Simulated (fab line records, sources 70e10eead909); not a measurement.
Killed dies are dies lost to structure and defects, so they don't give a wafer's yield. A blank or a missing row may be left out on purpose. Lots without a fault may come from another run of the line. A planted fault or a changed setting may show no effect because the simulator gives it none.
Chamber matching | flow nand_harc | NHARC_P_M0_DESCUM_14 on rie_diel-12: 4 sister chambers
The step chemistry O2, time 3 s. 8 wafers are shown with their chamber, then 9 later ones without.

WAFERS WITH THEIR CHAMBER
wafer  | chamber | showerhead_plenum_p_Torr (Torr) | drypump_motor_current_A (A)
L089.2 | 0       | 1.95                            | 5.7
L089.5 | 2       | 1.98                            | 5.6
L087.1 | 1       | 1.96                            | 5.9
L087.5 | 2       | 1.98                            | 5.7
L087.6 | 3       | 1.78                            | 5.9
L092.1 | 1       | 1.95                            | 5.9
L092.2 | 3       | 1.78                            | 5.9
L092.3 | 0       | 1.94                            | 5.7

WAFERS WITHOUT THEIR CHAMBER
wafer  | showerhead_plenum_p_Torr (Torr) | drypump_motor_current_A (A)
L093.1 | 1.98                            | 5.7
L093.4 | 1.95                            | 5.9
L093.6 | 1.95                            | 5.9
L094.1 | 1.98                            | 5.6
L094.2 | 1.94                            | 5.7
L094.6 | 1.94                            | 5.7
L094.3 | 1.95                            | 5.9
L094.4 | 1.77                            | 5.9
L094.5 | 1.95                            | 5.8

WHICH CHAMBER EACH WENT THROUGH
wafer  | from the rows above     | in truth
L093.1 | 2                       | 2
L093.4 | 1                       | 1
L093.6 | 1                       | 1
L094.1 | 2                       | 2
L094.2 | 0                       | 0
L094.6 | 0                       | 0
L094.3 | 1                       | 1
L094.4 | 3                       | 3
L094.5 | can't be placed: 0 or 1 | 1
Placed correctly: 8 of 9. Can't be placed from these rows: 1 (the true chamber is among the candidates in 1). Placed wrongly: 0.
How it was worked out, from the rows above alone: a wafer's distance from a chamber is the root of the sum, over the readings, of the square of ((its reading less the chamber's mean) divided by the reading's scatter). The wafer belongs to the nearest chamber; if the next one is less than 2 further off, it can't be placed. A chamber's mean is the mean of its shown wafers. The scatter: the root of (the sum of the squares of (reading less its chamber's mean) over the shown wafers, divided by (wafers less chambers)).
